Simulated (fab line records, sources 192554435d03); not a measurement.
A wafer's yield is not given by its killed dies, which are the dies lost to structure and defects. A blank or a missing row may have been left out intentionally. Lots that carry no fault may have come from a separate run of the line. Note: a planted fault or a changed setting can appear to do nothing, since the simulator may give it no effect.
Chamber matching	flow n5Finfet	N5_BEOL_M7_ALD_77 on aldMetal-03: 4 sister chambers
The step deposits TaN, target thk 2 nm, pulse time 2 s, purge time 3 s. 4 wafers are shown with their chamber, then 7 later ones without.

== WAFERS PAIRED WITH THEIR CHAMBERS ==
wafer	chamber	heaterPowerW (W)
L080.1	0	467
L080.5	1	385
L079.1	3	487
L079.4	2	379

== WAFERS WHOSE CHAMBER IS MISSING ==
wafer	heaterPowerW (W)
L079.5	470
L085.1	378
L085.3	468
L085.6	468
L087.1	385
L087.4	462
L087.6	397

== WHICH CHAMBER EACH ONE RAN IN ==
wafer	from the rows above	in truth
L079.5	0	0
L085.1	can't be placed: 2 or 1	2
L085.3	0	0
L085.6	0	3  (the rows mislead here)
L087.1	can't be placed: 1 or 2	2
L087.4	0	0
L087.6	can't be placed: 1 or 2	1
Correct placement for 3 of the 7. These rows do not allow placing 3 (true chamber among the candidates in 3). Placed wrongly: 1.
How it was worked out, from the rows above alone: a wafer's distance from a chamber is the root of the sum, over the readings, of the square of ((its reading less the chamber's mean) divided by the reading's scatter). The wafer belongs to the nearest chamber; if the next one is less than 2 further off, it can't be placed. For every chamber, the mean is computed from those of its wafers that are shown. The scatter: with one shown wafer a chamber, the root of the mean of the squares of how far each hidden wafer lies from its nearest shown one.
